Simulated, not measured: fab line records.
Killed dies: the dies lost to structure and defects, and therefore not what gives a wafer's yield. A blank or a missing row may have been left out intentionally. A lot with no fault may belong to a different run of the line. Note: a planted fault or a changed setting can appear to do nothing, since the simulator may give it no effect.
Which tool is to blame? | flow n5Finfet | 15 lots with 45 wafers sampled at 4 steps, on a route of 1938 steps

WHAT THE GAUGES READ, wafer by wafer
The record lacks any reading of a measuring or inspecting step that a usual standard deviation could be used to judge.

TOOL THAT RAN EACH LOT (tool first, then ch and the chambers of the sampled wafers, then the start)
lot  | N5_MIM_TOP_LITHO_DESCUM_10        | N5_MIM_BOT_LITHO_DESCUM_10        | N5_PASSIVATION_DEVELOP_09        | N5_PASSIVATION_DEGAS_18
L182 | rieDiel-02 ch 1,2,3, day 12 14:07 | rieDiel-02 ch 1,2, day 12 16:32   | lithoTrack-03 ch 0, day 12 17:42 | pvdSputter-01, day 13 02:06
L183 | rieDiel-02 ch 1,2, day 12 20:13   | rieDiel-01 ch 0,2,3, day 12 21:02 | lithoTrack-05 ch 0, day 13 02:26 | pvdSputter-03, day 13 03:17
L185 | rieDiel-02 ch 1,2,3, day 12 22:32 | rieDiel-01 ch 0,1,2, day 12 23:36 | lithoTrack-03 ch 0, day 13 02:09 | pvdSputter-01, day 13 03:02
L187 | rieDiel-02 ch 0,1,3, day 14 11:16 | rieDiel-04 ch 0,2,3, day 14 12:10 | lithoTrack-03, day 14 18:19      | -
L189 | rieDiel-01 ch 1,2, day 14 20:29   | rieDiel-04 ch 0,2,3, day 14 21:20 | lithoTrack-05, day 15 05:16      | -
L191 | rieDiel-01 ch 1,2,3, day 15 01:39 | rieDiel-01 ch 0,2, day 15 02:31   | lithoTrack-03, day 15 06:42      | -
L190 | rieDiel-02 ch 0,1,2, day 15 08:18 | rieDiel-01 ch 0,2,3, day 15 09:10 | lithoTrack-05 ch 0, day 15 12:17 | pvdSputter-02, day 15 14:06
L194 | rieDiel-04 ch 1,2,3, day 16 17:39 | rieDiel-01 ch 0,3, day 16 18:31   | lithoTrack-04 ch 0, day 16 21:14 | pvdSputter-01, day 16 22:40
L195 | rieDiel-04 ch 1,3, day 16 18:57   | rieDiel-02 ch 2,3, day 16 19:41   | lithoTrack-03 ch 0, day 16 22:00 | pvdSputter-03, day 16 22:53
L196 | rieDiel-02 ch 0,1,3, day 17 04:04 | rieDiel-02 ch 1,3, day 17 04:56   | lithoTrack-04 ch 0, day 17 06:37 | pvdSputter-01, day 17 07:37
L197 | rieDiel-01 ch 0,2,3, day 17 04:32 | rieDiel-01 ch 0,2,3, day 17 05:28 | lithoTrack-03 ch 0, day 17 06:53 | pvdSputter-02, day 17 08:01
L200 | rieDiel-01 ch 0,1,3, day 17 07:55 | rieDiel-01 ch 0,2,3, day 17 08:40 | lithoTrack-05 ch 0, day 17 10:15 | pvdSputter-03, day 17 11:11
L199 | rieDiel-01 ch 0,2, day 18 15:02   | rieDiel-01 ch 1,2,3, day 18 15:54 | lithoTrack-05 ch 0, day 18 17:13 | pvdSputter-01, day 18 19:34
L202 | rieDiel-01 ch 1,2, day 18 16:39   | rieDiel-02 ch 1,3, day 18 17:31   | lithoTrack-05 ch 0, day 18 20:07 | pvdSputter-01, day 18 21:49
L204 | rieDiel-01 ch 1,2,3, day 18 17:06 | rieDiel-02 ch 0,1,3, day 18 17:56 | lithoTrack-04 ch 0, day 18 21:29 | pvdSputter-02, day 18 22:34
- N5_MIM_TOP_LITHO_DESCUM_10: chemistry O2, time 7.9 s.
- N5_MIM_BOT_LITHO_DESCUM_10: chemistry O2, time 7.9 s.
- N5_PASSIVATION_DEVELOP_09: develop time 60 s.
- N5_PASSIVATION_DEGAS_18: time 60 s.

AS READ BY THE TOOLS THEMSELVES (means over the sampled wafers that have a number; for cases with no such wafer, the mark the record gives instead)
N5_MIM_TOP_LITHO_DESCUM_10.
lot  | tool       | drypumpMotorCurrentA (A) | oesProductAu (a.u.) | rfVppV (V) | showerheadPlenumPTorr (Torr) | throttleValvePct (%)
L182 | rieDiel-02 | 5.9                      | 0.77                | 243.1      | 2.06                         | 20.37
L183 | rieDiel-02 | 6.0                      | 0.77                | 241.4      | 1.99                         | 20.45
L185 | rieDiel-02 | 5.9                      | 0.77                | 243.1      | 2.06                         | 20.37
L187 | rieDiel-02 | 5.8                      | 0.70                | 242.9      | 2.07                         | 20.38
L189 | rieDiel-01 | 5.2                      | 0.80                | 243.7      | 2.18                         | 20.52
L191 | rieDiel-01 | 5.6                      | 0.77                | 243.1      | 2.11                         | 20.50
L190 | rieDiel-02 | 5.7                      | 0.73                | 242.1      | 2.01                         | 20.48
L194 | rieDiel-04 | 5.2                      | 0.76                | 243.9      | 2.07                         | 20.43
L195 | rieDiel-04 | 5.4                      | 0.74                | 241.9      | 2.03                         | 20.55
L196 | rieDiel-02 | 5.7                      | 0.80                | 243.2      | 2.06                         | 20.33
L197 | rieDiel-01 | 6.0                      | 0.74                | 243.1      | 2.03                         | 20.49
L200 | rieDiel-01 | 5.8                      | 0.77                | 242.5      | 2.08                         | 20.49
L199 | rieDiel-01 | 5.8                      | 0.73                | 242.1      | 2.05                         | 20.53
L202 | rieDiel-01 | 5.2                      | 0.77                | 244.4      | 2.17                         | 20.57
L204 | rieDiel-01 | 5.6                      | 0.75                | 243.5      | 2.10                         | 20.55

N5_MIM_BOT_LITHO_DESCUM_10.
lot  | tool       | drypumpMotorCurrentA (A) | oesProductAu (a.u.) | rfVppV (V) | showerheadPlenumPTorr (Torr) | throttleValvePct (%)
L182 | rieDiel-02 | 6.0                      | 0.77                | 241.4      | 1.99                         | 20.45
L183 | rieDiel-01 | 6.0                      | 0.76                | 242.4      | 2.04                         | 20.45
L185 | rieDiel-01 | 5.6                      | 0.80                | 243.7      | 2.12                         | 20.46
L187 | rieDiel-04 | 5.4                      | 0.81                | 242.5      | 2.08                         | 20.31
L189 | rieDiel-04 | 5.5                      | 0.81                | 242.6      | 2.07                         | 20.33
L191 | rieDiel-01 | 5.9                      | 0.75                | 242.9      | 2.06                         | 20.47
L190 | rieDiel-01 | 6.0                      | 0.75                | 242.2      | 2.04                         | 20.46
L194 | rieDiel-01 | 6.2                      | 0.75                | 241.8      | 2.00                         | 20.46
L195 | rieDiel-02 | 5.8                      | 0.73                | 243.2      | 2.11                         | 20.32
L196 | rieDiel-02 | 6.1                      | 0.70                | 242.6      | 2.04                         | 20.43
L197 | rieDiel-01 | 6.0                      | 0.73                | 241.9      | 2.03                         | 20.50
L200 | rieDiel-01 | 6.0                      | 0.74                | 242.5      | 2.03                         | 20.50
L199 | rieDiel-01 | 5.6                      | 0.75                | 243.2      | 2.10                         | 20.55
L202 | rieDiel-02 | 6.0                      | 0.70                | 243.0      | 2.09                         | 20.35
L204 | rieDiel-02 | 5.7                      | 0.77                | 242.4      | 2.05                         | 20.36

N5_PASSIVATION_DEVELOP_09.
lot  | tool          | chillPlateTempC (C) | exhaustPa (Pa)
L182 | lithoTrack-03 | 22.96               | 45.3
L183 | lithoTrack-05 | 22.98               | 45.3
L185 | lithoTrack-03 | 23.01               | 44.7
L187 | lithoTrack-03 | -                   | -
L189 | lithoTrack-05 | -                   | -
L191 | lithoTrack-03 | -                   | -
L190 | lithoTrack-05 | 23.16               | 44.6
L194 | lithoTrack-04 | 22.97               | 45.6
L195 | lithoTrack-03 | 23.05               | 44.9
L196 | lithoTrack-04 | 22.86               | 45.2
L197 | lithoTrack-03 | 22.82               | 45.8
L200 | lithoTrack-05 | 23.05               | 44.8
L199 | lithoTrack-05 | 22.98               | 44.0
L202 | lithoTrack-05 | 22.87               | 45.1
L204 | lithoTrack-04 | 22.99               | 45.8

N5_PASSIVATION_DEGAS_18.
lot  | tool          | heaterPowerW (W)
L182 | pvdSputter-01 | 459
L183 | pvdSputter-03 | 438
L185 | pvdSputter-01 | 439
L190 | pvdSputter-02 | 463
L194 | pvdSputter-01 | 466
L195 | pvdSputter-03 | 449
L196 | pvdSputter-01 | 450
L197 | pvdSputter-02 | 453
L200 | pvdSputter-03 | 433
L199 | pvdSputter-01 | 431
L202 | pvdSputter-01 | 437
L204 | pvdSputter-02 | 451

THE ANSWER, worked out from the rows above alone
Rule: the lots themselves supply what counts as usual. The widest of any qualifying gaps counts: lots, ordered by their means at a reading, are off when they make up no more than a third of the lots, leave a main group of 4 or more, and stand apart from it by 3 or more times the standard deviation of that group's means. If all means in a main group match to the digits the tables above print for the reading, that group is not used. Also off: a lot with no number at a reading for which 4 or more lots have one. All remaining lots with rows at the step are treated as sound. After the gauges, taken in route order, come the tools' own readings; for these a lot's mean is taken, as printed above. At the first step where some lot is off, the reading lying furthest off is the one used; lots without a number count as furthest.
Off at N5_PASSIVATION_DEVELOP_09 (chillPlateTempC): L187, L189, L191. Without a number there: L187, L189, L191. For the main group the mean is 22.98 C and the standard deviation 0.089.
A tool fits if, at that step or a process step before it, it ran every lot that is off, and no sound lot after the first of them. Not one of the candidates tried fits.

WHAT THE SIMULATOR HAD INSERTED
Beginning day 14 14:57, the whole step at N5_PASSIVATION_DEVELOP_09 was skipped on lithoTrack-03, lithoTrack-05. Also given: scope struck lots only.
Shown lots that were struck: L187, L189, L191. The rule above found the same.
